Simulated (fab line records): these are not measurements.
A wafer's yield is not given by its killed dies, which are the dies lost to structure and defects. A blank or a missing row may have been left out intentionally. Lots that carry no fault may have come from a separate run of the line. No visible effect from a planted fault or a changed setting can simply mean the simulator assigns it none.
Split-lot trial | flow n5-finfet | route with 1938 steps; 7 lots, 39 wafers read

## ON THE SPLIT
At N5_BEOL_M15_ETCH_61 (etches BARC in N2/H2, target depth 89 nm, overetch 26.7 nm, time 67.9 s), the setting time-s was moved away from the recipe's 67.9 s on 6 of the 39 wafers read, by -32.5% to +44.8%. The other wafers ran this setting at the recipe's value.

No step appears in the file between the split and the reading.

## THE READING
coat_of_BEOL_M15_COAT_22.thk-nm (the simulator's own value, which no gauge read), in nm, at N5_BEOL_M15_TRENCH_ETCH_34 (etches SiO2 in C4F8/O2/Ar, target depth 872.93 nm, time 199 s). The file gives no usual value for it. Average 541.1 nm, standard deviation 5.3 nm, over the 33 wafers here run with the recipe.

wafer  | tool, chamber at the split | time-s as run, s | against the recipe | coat_of_BEOL_M15_COAT_22.thk-nm, nm | against lot-mates on the recipe
L074.1 | rie-diel-01, 3             | 67.9             | recipe             | 540                                 | -
L074.2 | rie-diel-01, 1             | 67.9             | recipe             | 546.4                               | -
L074.3 | rie-diel-01, 0             | 98.31            | +44.8%             | 502.8                               | -36.8
L074.4 | rie-diel-01, 2             | 98.31            | +44.8%             | 510                                 | -29.6
L074.5 | rie-diel-01, 0             | 67.9             | recipe             | 532.4                               | -
L074.6 | rie-diel-01, 3             | 98.31            | +44.8%             | 511.6                               | -28.0
L076.1 | rie-diel-06, 1             | 67.9             | recipe             | 542                                 | -
L076.2 | rie-diel-06, 3             | 67.9             | recipe             | 542.2                               | -
L076.3 | rie-diel-06, 2             | 67.9             | recipe             | 539.6                               | -
L076.4 | rie-diel-06, 0,3           | 67.9             | recipe             | 540                                 | -
L076.5 | rie-diel-06, 2             | 67.9             | recipe             | 540.8                               | -
L076.6 | rie-diel-06, 0,3           | 67.9             | recipe             | 542.8                               | -
L083.1 | rie-diel-06, 0             | 67.9             | recipe             | 535                                 | -
L083.2 | rie-diel-06, 3             | 45.81            | -32.5%             | 561.8                               | +24.8
L083.3 | rie-diel-06, 1             | 67.9             | recipe             | 540                                 | -
L083.4 | rie-diel-06, 2             | 67.9             | recipe             | 536                                 | -
L083.5 | rie-diel-06, 1             | 45.81            | -32.5%             | 562.4                               | +25.4
L083.6 | rie-diel-06, 0             | 45.81            | -32.5%             | 555.8                               | +18.8
L088.1 | rie-diel-06, 3,1           | 67.9             | recipe             | 541.6                               | -
L088.4 | rie-diel-06, 3,1           | 67.9             | recipe             | 544.8                               | -
L088.6 | rie-diel-06, 1             | 67.9             | recipe             | 546.4                               | -
L087.1 | rie-diel-06, 2             | 67.9             | recipe             | 546.8                               | -
L087.2 | rie-diel-06, 1             | 67.9             | recipe             | 550                                 | -
L087.3 | rie-diel-06, 0             | 67.9             | recipe             | 542                                 | -
L087.4 | rie-diel-06, 3             | 67.9             | recipe             | 547.4                               | -
L087.5 | rie-diel-06, 2             | 67.9             | recipe             | 544.8                               | -
L087.6 | rie-diel-06, 1             | 67.9             | recipe             | 552                                 | -
L093.1 | rie-diel-06, 1             | 67.9             | recipe             | 543.2                               | -
L093.2 | rie-diel-06, 0             | 67.9             | recipe             | 534                                 | -
L093.3 | rie-diel-06, 3             | 67.9             | recipe             | 531.2                               | -
L093.4 | rie-diel-06, 1             | 67.9             | recipe             | 542                                 | -
L093.5 | rie-diel-06, 0             | 67.9             | recipe             | 533.2                               | -
L093.6 | rie-diel-06, 3             | 67.9             | recipe             | 532.2                               | -
L097.1 | rie-diel-06, 0,3           | 67.9             | recipe             | 538                                 | -
L097.2 | rie-diel-06, 1             | 67.9             | recipe             | 549                                 | -
L097.3 | rie-diel-06, 3             | 67.9             | recipe             | 536.6                               | -
L097.4 | rie-diel-06, 0,3           | 67.9             | recipe             | 538.6                               | -
L097.5 | rie-diel-06, 1             | 67.9             | recipe             | 546.6                               | -
L097.6 | rie-diel-06, 0             | 67.9             | recipe             | 537.4                               | -
The file does not say which wafer passed through which chamber wherever a row lists several chambers: such a row stands for several wafers.

FIT RESULTS
A straight line over all 39 wafers: coat_of_BEOL_M15_COAT_22.thk-nm changes by -0.681 nm for each +1% of time-s; r = -0.89; the points scatter about the line by 5.3 nm.
The same after taking each lot's own level away (the mean of its wafers on the recipe; 39 wafers): -0.704 nm for each +1%; r = -0.94; scatter 3.8 nm.
That fit puts the effect of the largest move of time-s on the reading at 32 nm.
The lots' own levels span 535.97 to 547.17 nm, that is 2.1 times the standard deviation above.
So the lot-to-lot level changes the slope little: the two slopes agree.
Check: -29.9 nm against its lot-mates is what the line predicts for one of the wafers moved furthest among these (+44.8%) when that wafer is left out of the fit. It came out at -36.8 nm against them.

## THESE WAFERS: OTHER SPLITS
These wafers also went through other splits before the reading. Each is held against what the fit with the lots' levels taken away leaves over:
other split on the same wafers      | wafers away from the commonest value | r with coat_of_BEOL_M15_COAT_22.thk-nm (lot level and that fit taken away)
N5_BEOL_M4_DESCUM_16 time-s         | 15                                   | +0.04
N5_BEOL_M8_DESCUM_33 time-s         | 12                                   | +0.12
N5_BEOL_M11_ILD_DEP_00 target-thk-a | 18                                   | +0.05
N5_BEOL_M12_DEP_53 target-thk-a     | 15                                   | +0.14

## THE WHOLE CHAIN: every reading that the file lists as answering this split, in the file's order
step                       | what it does                                                            | reading                                                                          | change (the file's fit)               | r (the file's)
N5_BEOL_M15_ETCH_61        | etches BARC in N2/H2, target depth 89 nm, overetch 26.7 nm, time 67.9 s | coat_of_BEOL_M15_COAT_22.thk-nm (the simulator's own value, which no gauge read) | -0.658 nm for each +1% of the setting | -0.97
N5_BEOL_M15_TRENCH_ETCH_34 | etches SiO2 in C4F8/O2/Ar, target depth 872.93 nm, time 199 s           | coat_of_BEOL_M15_COAT_22.thk-nm (the simulator's own value, which no gauge read) | -0.704 nm for each +1% of the setting | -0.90

## THE FILE'S OWN FIT
coat_of_BEOL_M15_COAT_22.thk-nm changes by -0.704 nm for each +1% of time-s, r = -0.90.
